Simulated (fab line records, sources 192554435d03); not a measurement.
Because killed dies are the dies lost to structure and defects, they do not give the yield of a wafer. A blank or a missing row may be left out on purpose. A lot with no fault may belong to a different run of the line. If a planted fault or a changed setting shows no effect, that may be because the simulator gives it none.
fab line records	flow n5Finfet	part 1 of 2: steps 1 to 22 of 35
record lots=5	wafers=15	lastDay=16
route steps=1938 shown FIN_CUT@177 STI_FIN_REVEAL@183
lots with no fault: from the same line, run without faults
startH: hours from the record's first day to the start of the lot's first wafer shown	waitH: time in hours since the lot's previous step	" as in the row above	L1.1+2: a row that stands for several wafers	- either no value or no given start	* or withheld: withheld	< > ~ a bound
route shown NAME@n: names a module that has steps shown in the file, with the first one's number in the route	usual: mean/standard deviation taken from wafers without a fault	same: alike in all rows	chamber/n: place in a boat	sites: per-site readings	_std_site: the values' standard deviation	_edge_site: the outer-site mean with the inner-site mean subtracted	radiusMm: how far each site lies from the wafer's centre	mask NAME#n: copy n	behind: tool/chamber where the wafer was last shaped	hold: why the lot went on hold/how many hours it stayed there/how the hold came to an end	device: transistor that didn't switch, given as n, p or np	end of line: the route-end tests of the same wafers	a step with no rows: only its recipe	killed: not the wafer's yield, but the dies lost to structure and defects at the first sort	map: the dies of a wafer, with x for killed, . for not killed, _ for no die there
set.NAME: setting as actually run; set.NAME@STEP: the setting as run at that earlier step	model.NAME: the simulator's own value behind a step, which no gauge read
lots at some steps of the route; a table a step, a row a wafer
services: from which hour (startH, from the record's first day; less than 0 if before it) a tool's chamber was out of use, for how many hours, and why
## steps
# step N5_FIN_CUT_CUT_ETCH_28
# recipe chemistry=HBr/Cl2/O2	target=Si	targetDepthA=60	maskMaterial=SOC	timeS=2.4	ionEnergyEv=*	biasW=*	pressureMtorr=10	icpW=800	HBr_flow_sccm=150	Cl2_flow_sccm=80	O2_flow_sccm=12
# usual drypumpMotorCurrentA=5.6/0.55	heBacksideLeakSccm=2.8/0.44	oesProductAu=1.004/0.012	throttleValvePct=37.3/0.31
lot.wafer	tool	chamber	startH	waitH	drypumpMotorCurrentA	heBacksideLeakSccm	oesProductAu	rfHoursCounterH	throttleValvePct
L074.3	rieSi-03	2	28.03	0.0	5.6	2.6	1.012	8	37.0
L074.4	"	0	"	"	6.2	3.2	1.005	142	37.5
L074.5	"	2	"	"	5.6	2.7	1.012	-	37.0
L078.1	rieSi-03	0	52.85	0.0	6.2	3.1	0.999	143	37.5
L078.2	"	3	"	"	5.5	2.6	0.981	68	37.7
L078.5	"	0	"	"	6.2	5.8	1.000	-	37.5
L081.1	rieSi-03	1	71.38	0.0	6.8	2.5	1.004	20	37.1
L081.2	"	3	"	"	5.4	2.5	0.982	69	37.7
L081.3	"	2	"	"	5.6	2.6	1.008	9	37.0
L089.1	rieSi-01	0	116.61	0.0	5.4	2.3	1.040	71	37.1
L089.3	"	1	"	"	5.9	2.8	1.000	172	37.0
L089.6	"	1	"	"	6.0	2.7	1.003	-	37.0
L090.3	rieSi-01	2	124.73	0.0	5.1	3.0	0.995	177	37.9
L090.5	"	2	"	"	5.1	3.1	0.998	-	37.9
L090.6	"	3	"	"	4.7	3.1	1.016	-	37.5
# step N5_FIN_CUT_STRIP_22
# recipe chemistry=N2/H2	powerW=500	tempC=40	pressureMtorr=50	rfFrequencyHz=6e+07	overashFraction=0.3	biasPowerW=8	h2Frac=0.5	n2FlowSccm=300	h2FlowSccm=300
# usual drypumpMotorCurrentA=6.1/0.48	oesProductAu=0.76/0.067	powerW=499.9/1.5	rfVppV=54.2/2.3	showerheadPlenumPTorr=3.34/0.095	throttleValvePct=19.03/0.28
lot.wafer	tool	chamber	startH	waitH	drypumpMotorCurrentA	oesProductAu	powerW	rfHoursCounterH	rfVppV	showerheadPlenumPTorr	throttleValvePct
L074.3	rieDiel-06	2	28.10	0.0	6.7	0.75	499.4	167	55.4	3.22	18.94
L074.4	"	1	"	"	5.8	0.81	497.5	97	54.6	3.28	18.65
L074.5	"	1	"	"	5.8	0.80	497.7	-	56.4	3.28	18.69
L078.1	rieDiel-02	1	53.18	0.3	5.7	0.73	499.3	135	54.9	3.50	18.96
L078.2	"	2	"	"	5.9	0.74	501.3	169	55.1	3.35	18.76
L078.5	"	3	"	"	6.5	0.82	500.6	-	52.7	3.27	19.45
L081.1	rieDiel-06	2	71.55	0.1	6.7	0.72	496.4	186	50.6	3.21	18.95
L081.2	"	0	"	"	6.5	0.98	497.0	3	52.8	3.43	19.09
L081.3	"	1	"	"	5.8	0.79	500.4	115	53.5	3.27	18.70
L089.1	rieDiel-05	0	116.67	0.0	5.9	0.70	496.2	249	54.4	3.44	18.91
L089.3	"	2	"	"	6.8	0.72	499.5	207	57.6	3.35	18.65
L089.6	"	0	"	"	6.0	0.72	498.8	-	58.5	3.44	18.93
L090.3	rieDiel-06	1	124.80	0.0	5.8	0.78	501.4	132	50.4	3.26	18.74
L090.5	"	0	"	"	6.5	0.93	500.8	-	52.3	3.42	19.09
L090.6	"	3	"	"	5.6	0.75	501.4	-	58.9	3.49	18.94
# step N5_FIN_CUT_PRECLEAN_36
# recipe chemistry=O3/DIW	timeS=60	tempC=22	o3Ppm=10
lot.wafer	tool	chamber	startH	waitH
L074.3+4+5	wetBench-04	1,2,0	28.17	-
L078.1+2+5	wetBench-03	4,2,3	53.24	-
L081.1+2+3	wetBench-03	6,5,2	71.62	-
L089.1+3+6	wetBench-03	6,3,7	116.74	-
L090.3+5+6	wetBench-04	5,0,7	124.87	-
# step N5_FIN_CUT_SRD_32
# recipe dry=ipaMarangoni	timeS=30	tempC=23	rinseLiquid=diw
lot.wafer	tool	chamber	startH	waitH
L074.3+4+5	wetBench-04	1,2,0	28.19	0.0
L078.1+2+5	wetBench-03	4,2,3	53.26	0.0
L081.1+2+3	wetBench-03	6,5,2	71.64	0.0
L089.1+3+6	wetBench-03	6,3,7	116.76	0.0
L090.3+5+6	wetBench-04	5,0,7	124.89	0.0
# step N5_FIN_CUT_UV_OZONE_34
# recipe timeS=120	pressureTorr=760	tempC=25
lot.wafer	tool	chamber	startH	waitH
L074.3+4+5	wetBench-04	1,2,0	28.20	0.0
L078.1+2+5	wetBench-03	4,2,3	53.28	0.0
L081.1+2+3	wetBench-03	6,5,2	71.66	0.0
L089.1+3+6	wetBench-03	6,3,7	116.78	0.0
L090.3+5+6	wetBench-04	5,0,7	124.91	0.0
# step N5_FIN_CUT_INSPECT_17
# recipe inspectInstrument=brightfield	mode=aei
# usual rawDefectCount=247/75
lot.wafer	tool	chamber	startH	waitH	rawDefectCount
L074.3	defectInspect-01	-	28.26	0.0	210
L074.4	"	-	"	"	226
L074.5	"	-	"	"	172
L078.1	defectInspect-02	-	53.34	0.0	246
L078.2	"	-	"	"	201
L078.5	"	-	"	"	335
L081.1	defectInspect-02	-	71.72	0.0	210
L081.2	"	-	"	"	216
L081.3	"	-	"	"	245
L089.1	defectInspect-02	-	116.83	0.0	206
L089.3	"	-	"	"	219
L089.6	"	-	"	"	203
L090.3	defectInspect-02	-	124.97	0.0	262
L090.5	"	-	"	"	264
L090.6	"	-	"	"	325
# step N5_STI_FIN_REVEAL_ALD_00
# recipe material=SiO2	targetThkA=10	tempC=300	aldPrecursorFamily=BDEAS	aldCoReactant=O2-plasma	pulseTimeS=1	pressureTorr=2
# usual heaterPowerW=460/31	precursorPulseHeightRel=0.999/0.021
lot.wafer	tool	chamber	startH	waitH	heaterPowerW	precursorPulseHeightRel
L074.3	aldSin-01	1	28.30	0.0	413	1.000
L074.4	"	2	"	"	457	1.026
L074.5	"	1	"	"	414	1.000
L078.1	aldSin-02	0	53.37	0.0	471	1.016
L078.2	"	3	"	"	491	1.037
L078.5	"	2	"	"	440	1.040
L081.1	aldSin-03	2	72.08	0.4	497	0.991
L081.2	"	1	"	"	461	1.003
L081.3	"	3	"	"	452	1.002
L089.1	aldSin-01	1	116.87	0.0	405	0.995
L089.3	"	0	"	"	490	0.984
L089.6	"	3	"	"	425	1.037
L090.3	aldSin-03	2	125.25	0.3	500	0.999
L090.5	"	0	"	"	431	0.997
L090.6	"	1	"	"	458	0.947
# step N5_STI_FIN_REVEAL_ALD_14
# recipe material=Si3N4	targetThkA=30	tempC=400	aldPrecursorFamily=SiH2I2	aldCoReactant=N2/H2-plasma	pressureTorr=2
# usual heaterPowerW=823/56
lot.wafer	tool	chamber	startH	waitH	heaterPowerW
L074.3	aldSin-01	1	28.35	0.0	740
L074.4	"	2	"	"	831
L074.5	"	1	"	"	695
L078.1	aldSin-02	0	53.42	0.0	836
L078.2	"	3	"	"	893
L078.5	"	2	"	"	811
L081.1	aldSin-03	2	72.13	0.0	866
L081.2	"	1	"	"	808
L081.3	"	3	"	"	830
L089.1	aldSin-01	1	116.92	0.0	733
L089.3	"	0	"	"	841
L089.6	"	3	"	"	778
L090.3	aldSin-03	2	125.29	0.0	874
L090.5	"	0	"	"	765
L090.6	"	1	"	"	816
# step N5_STI_FIN_REVEAL_FCVD_FILL_01
# recipe material=SiO2_flowable	targetThkA=3120	tempC=100	pressureTorr=0.8	rfW=2000	timeS=512.2
lot.wafer	tool	chamber	startH	waitH
L074.3+4+5	fcvd-02	0,1,1	28.79	0.3
L078.1+2+5	fcvd-02	1,0,1	53.66	0.1
L081.1+2+3	fcvd-02	1,0,0	72.37	0.1
L089.1+3+6	fcvd-02	1,1,0	117.16	0.1
L090.3+5+6	fcvd-02	0,1,0	125.73	0.3
# step N5_STI_FIN_REVEAL_DENSIFY_02
# recipe tempC=650	ambient=steam	timeS=1800	idleTempC=400	densificationPH2oTorr=640
# usual zonePowerUpperPct=9.9/0.49
lot.wafer	tool	chamber	startH	waitH	zonePowerUpperPct
L074.3	furnace-03	0	29.22	0.2	10.1
L074.4	"	0	"	"	10.0
L074.5	"	0	"	"	10.2
L078.1	furnace-02	0	54.29	0.4	9.2
L078.2	"	0	"	"	9.4
L078.5	"	0	"	"	9.3
L081.1	furnace-01	0	73.00	0.4	10.5
L081.2	"	0	"	"	10.6
L081.3	"	0	"	"	10.6
L089.1	furnace-03	0	117.79	0.4	10.0
L089.3	"	0	"	"	10.2
L089.6	"	0	"	"	10.2
L090.3	furnace-03	0	126.17	0.2	10.0
L090.5	"	0	"	"	10.0
L090.6	"	0	"	"	10.0
# step N5_STI_FIN_REVEAL_CMP_04
# recipe stopOn=Si3N4	tOverpolishS=4	downForcePsi=2	platenRpm=54.18	postCmpClean=alkalineBrush	padVelocityMS=1.078	targetThkNm=131.83
# usual motorCurrentA=7.8/0.94	overpolishRunS=4.000/0.0089	slurryFilterDpKPa=13.51/0.13	timeToEndpointS=105/5
lot.wafer	tool	chamber	startH	waitH	motorCurrentA	overpolishRunS	slurryFilterDpKPa	timeToEndpointS
L074.4	cmp-04	0	33.46	0.1	7.1	4.017	13.70	106
L074.3	"	1	"	"	7.4	3.994	13.53	104
L074.5	"	3	"	"	6.5	3.980	13.57	107
L078.2	cmp-04	3	58.46	0.0	6.4	3.999	13.61	107
L078.1	"	1	"	"	7.4	3.992	13.43	99
L078.5	"	0	"	"	7.0	4.004	13.84	100
L081.1	cmp-03	0	77.17	0.0	7.8	4.012	13.25	110
L081.2	"	1	"	"	7.9	3.991	13.43	107
L081.3	"	3	"	"	7.2	4.002	13.40	109
L089.1	cmp-04	1	122.01	0.1	7.5	3.987	13.69	99
L089.3	"	3	"	"	6.0	3.997	13.51	106
L089.6	"	1	"	"	7.3	3.996	13.38	102
L090.3	cmp-04	3	130.37	0.1	6.3	4.006	13.44	108
L090.5	"	2	"	"	9.4	3.983	13.54	104
L090.6	"	3	"	"	6.6	3.991	13.31	112
# step N5_STI_FIN_REVEAL_THK_MEAS_05
# usual thkNm=132.2/1.1
lot.wafer	tool	chamber	startH	waitH	thkNm
L074.3	filmMetro-02	-	33.68	-	131.1
L074.4	"	-	"	"	132.0
L074.5	"	-	"	"	132.5
L078.1	filmMetro-02	-	58.75	-	131.7
L078.2	"	-	"	"	133.5
L078.5	"	-	"	"	132.3
L081.1	filmMetro-01	-	77.46	-	134.4
L081.2	"	-	"	"	132.7
L081.3	"	-	"	"	133.7
L089.1	filmMetro-02	-	122.27	-	131.5
L089.3	"	-	"	"	131.4
L089.6	"	-	"	"	131.1
L090.3	filmMetro-02	-	130.63	-	131.7
L090.5	"	-	"	"	131.5
L090.6	"	-	"	"	131.1
# step N5_STI_FIN_REVEAL_DENSIFY_30
# recipe tempC=*	timeS=*	ambient=N2	idleTempC=600	rampUpCPerS=150	rampDownCPerS=60	coolToC=600
# usual lampPowerPct=11.53/0.051	lamp_zone_1_pct=11.527/0.017	lamp_zone_2_pct=11.526/0.018	lamp_zone_6_pct=11.453/0.02	wafer_temp_C_max=*
lot.wafer	tool	chamber	startH	waitH	lampPowerPct	lamp_zone_1_pct	lamp_zone_2_pct	lamp_zone_6_pct	wafer_temp_C_max
L074.3	rtpAnneal-02	0	33.77	0.1	11.57	11.536	11.545	11.468	*
L074.4	"	0	"	"	11.52	11.520	11.507	11.429	*
L074.5	"	0	"	"	11.58	11.511	11.528	11.410	*
L078.1	rtpAnneal-01	0	59.04	0.3	11.57	11.523	11.530	11.449	*
L078.2	"	0	"	"	11.56	11.528	11.510	11.450	*
L078.5	"	0	"	"	11.53	11.537	11.535	11.484	*
L081.1	rtpAnneal-02	0	77.49	0.0	11.57	11.526	11.507	11.412	*
L081.2	"	0	"	"	11.51	11.541	11.539	11.478	*
L081.3	"	0	"	"	11.53	11.534	11.531	11.499	*
L089.1	rtpAnneal-02	0	122.53	0.3	11.59	11.569	11.532	11.480	*
L089.3	"	0	"	"	11.51	11.509	11.474	11.455	*
L089.6	"	0	"	"	11.53	11.532	11.543	11.465	*
L090.3	rtpAnneal-02	0	130.78	0.2	11.52	11.525	11.539	11.454	*
L090.5	"	0	"	"	11.60	11.510	11.534	11.425	*
L090.6	"	0	"	"	11.51	11.526	11.540	11.445	*
# step N5_STI_FIN_REVEAL_ETCHBACK_08
# recipe chemistry=C4F6/O2	target=SiO2	targetDepthA=305	timeS=10.167	ionEnergyEv=250	pressureMtorr=30	sourceW=345	biasW=185	Ar_flow_sccm=300	C4F6_flow_sccm=10	O2_flow_sccm=10
# usual drypumpMotorCurrentA=5.54/0.27	oesProductAu=0.75/0.08	rfVppV=657/10	showerheadPlenumPTorr=2.84/0.095	throttleValvePct=21.12/0.19
lot.wafer	tool	chamber	startH	waitH	drypumpMotorCurrentA	oesProductAu	rfHoursCounterH	rfVppV	showerheadPlenumPTorr	throttleValvePct
L074.3	rieDiel-04	2	33.99	0.2	5.42	0.72	200	660	2.82	20.93
L074.4	"	1	"	"	5.94	0.75	160	665	2.75	21.13
L074.5	"	1	"	"	5.91	0.75	-	665	2.75	21.14
L078.1	rieDiel-04	1	59.26	0.2	5.93	0.74	168	665	2.74	21.16
L078.2	"	3	"	"	5.22	0.78	131	665	2.84	20.98
L078.5	"	3	"	"	5.23	0.78	-	664	2.84	20.96
L081.1	rieDiel-01	0	77.70	0.2	5.33	0.73	167	665	2.95	21.05
L081.2	"	2	"	"	5.78	0.75	163	658	2.73	21.24
L081.3	"	1	"	"	5.64	0.71	183	675	2.71	21.00
L089.1	rieDiel-01	3	122.75	0.2	5.27	0.95	8	647	2.77	20.82
L089.3	"	1	"	"	5.63	0.70	197	673	2.71	21.04
L089.6	"	2	"	"	5.77	0.74	-	658	2.72	21.25
L090.3	rieDiel-04	0	130.94	0.1	5.54	0.73	200	650	2.83	21.11
L090.5	"	0	"	"	5.54	0.72	-	652	2.83	21.09
L090.6	"	1	"	"	5.92	0.72	-	666	2.73	21.17
# step N5_STI_FIN_REVEAL_STRIP_24
# recipe chemistry=N2/H2	timeS=90	powerW=100	tempC=40	pressureMtorr=100	rfFrequencyHz=6e+07	biasPowerW=3	n2FlowSccm=300	h2FlowSccm=300
# usual drypumpMotorCurrentA=5.54/0.28	oesProductAu=0.75/0.08	rfVppV=45.3/0.89	showerheadPlenumPTorr=3.37/0.11	throttleValvePct=12.24/0.16
lot.wafer	tool	chamber	startH	waitH	drypumpMotorCurrentA	oesProductAu	rfHoursCounterH	rfVppV	showerheadPlenumPTorr	throttleValvePct
L074.3	rieDiel-04	2	34.02	0.0	5.42	0.72	200	45.5	3.34	12.11
L074.4	"	1	"	"	5.92	0.75	160	44.3	3.24	12.14
L074.5	"	1	"	"	5.93	0.76	-	43.9	3.25	12.13
L078.1	rieDiel-04	1	59.29	0.0	5.91	0.75	168	45.4	3.24	12.16
L078.2	"	3	"	"	5.24	0.78	131	46.1	3.41	12.25
L078.5	"	3	"	"	5.22	0.77	-	45.3	3.41	12.27
L081.1	rieDiel-01	0	77.74	0.0	5.34	0.73	168	45.4	3.50	12.27
L081.2	"	2	"	"	5.78	0.75	163	45.5	3.23	12.27
L081.3	"	1	"	"	5.65	0.70	183	43.6	3.22	12.16
L089.1	rieDiel-01	3	122.79	0.0	5.26	0.96	8	46.8	3.31	11.78
L089.3	"	1	"	"	5.64	0.70	197	45.3	3.21	12.19
L089.6	"	2	"	"	5.79	0.74	-	45.2	3.22	12.33
L090.3	rieDiel-04	0	130.97	0.0	5.56	0.73	200	45.7	3.36	12.32
L090.5	"	0	"	"	5.55	0.73	-	45.5	3.36	12.32
L090.6	"	1	"	"	5.91	0.73	-	45.4	3.23	12.22
# step N5_STI_FIN_REVEAL_PRECLEAN_25
# recipe chemistry=SPM	timeS=90	tempC=120	mix=4:1
lot.wafer	tool	chamber	startH	waitH
L074.3+4+5	wetBench-06	6,0,7	34.38	0.3
L078.1+2+5	wetBench-01	1,6,7	59.41	0.1
L081.1+2+3	wetBench-01	1,6,7	77.86	0.1
L089.1+3+6	wetBench-06	6,7,4	122.91	0.1
L090.3+5+6	wetBench-06	5,6,2	131.09	0.1
# step N5_STI_FIN_REVEAL_PRECLEAN_26
# recipe chemistry=SC1	timeS=45	tempC=46	mix=1:2:100
# usual diwFlowMLMin=1456/4.3
lot.wafer	tool	chamber	startH	waitH	diwFlowMLMin
L074.3	wetBench-06	6	34.44	0.0	1462
L074.4	"	0	"	"	1457
L074.5	"	7	"	"	1461
L078.1	wetBench-01	1	59.44	0.0	1451
L078.2	"	6	"	"	1455
L078.5	"	7	"	"	1453
L081.1	wetBench-01	1	77.89	0.0	1452
L081.2	"	6	"	"	1450
L081.3	"	7	"	"	1459
L089.1	wetBench-06	6	122.94	0.0	1462
L089.3	"	7	"	"	1452
L089.6	"	4	"	"	1449
L090.3	wetBench-06	5	131.12	0.0	1458
L090.5	"	6	"	"	1462
L090.6	"	2	"	"	1449
# step N5_STI_FIN_REVEAL_PRECLEAN_29
# recipe chemistry=DHF	timeS=30	tempC=25	dilution=300:1
lot.wafer	tool	chamber	startH	waitH
L074.3+4+5	wetBench-06	6,0,7	34.46	0.0
L078.1+2+5	wetBench-01	1,6,7	59.45	0.0
L081.1+2+3	wetBench-01	1,6,7	77.90	0.0
L089.1+3+6	wetBench-06	6,7,4	122.95	0.0
L090.3+5+6	wetBench-06	5,6,2	131.13	0.0
# step N5_STI_FIN_REVEAL_SRD_12
# recipe timeS=30	tempC=23	rinseLiquid=diw	dry=ipaMarangoni
lot.wafer	tool	chamber	startH	waitH
L074.3+4+5	wetBench-06	6,0,7	34.48	0.0
L078.1+2+5	wetBench-01	1,6,7	59.46	0.0
L081.1+2+3	wetBench-01	1,6,7	77.91	0.0
L089.1+3+6	wetBench-06	6,7,4	122.96	0.0
L090.3+5+6	wetBench-06	5,6,2	131.14	0.0
# step N5_STI_FIN_REVEAL_RECESS_09
# recipe chemistry=HF/NH3	target=SiO2	afsCycles=11	targetDepthA=425	tempC=30	sublimationTempC=180	sublimationTimeS=60
# usual drypumpMotorCurrentA=5.7/0.72
lot.wafer	tool	chamber	startH	waitH	drypumpMotorCurrentA
L074.3	vaporEtch-01	0	35.07	0.6	6.6
L074.4	"	1	"	"	4.9
L074.5	"	0	"	"	6.5
L078.1	vaporEtch-02	0	59.51	0.0	5.1
L078.2	"	1	"	"	6.0
L078.5	"	0	60.92	1.4	5.1
L081.1	vaporEtch-01	1	77.95	0.0	4.9
L081.2	"	0	"	"	6.5
L081.3	"	0	"	"	6.5
L089.1	vaporEtch-02	0	123.01	0.0	5.1
L089.3	"	1	"	"	6.0
L089.6	"	1	"	"	6.0
L090.3	vaporEtch-01	0	131.72	0.6	6.5
L090.5	"	1	"	"	4.9
L090.6	"	0	"	"	6.5
# step N5_STI_FIN_REVEAL_STRIP_16
# recipe chemistry=H3PO4	material=SiNx	tempC=165	targetDepthA=238	overetchFraction=0.4964	dry=ipaMarangoni
lot.wafer	tool	chamber	startH	waitH
L074.3+4+5	wetBench-06	2,1,3	36.16	0.6
L078.1+2+5	wetBench-06	7,3,1	61.65	1.4
L081.1+2+3	wetBench-05	7,5,6	79.57	1.1
L089.1+3+6	wetBench-05	0,4,7	124.62	1.1
L090.3+5+6	wetBench-05	5,1,6	132.80	0.6
# step N5_STI_FIN_REVEAL_PRECLEAN_17
# recipe chemistry=NF3:NH3	afsCycles=1	tempC=30	timeS=20	sublimationTempC=180	sublimationTimeS=60	pressureTorr=3	rfPowerW=30
lot.wafer	tool	chamber	startH	waitH
L074.3+4+5	remotePlasma-02	1	36.49	0.1
L078.1+2+5	remotePlasma-01	1	61.92	0.0
L081.1+2+3	remotePlasma-02	0	79.85	0.0
L089.1+3+6	remotePlasma-01	0	124.89	0.0
L090.3+5+6	remotePlasma-01	0	133.16	0.1
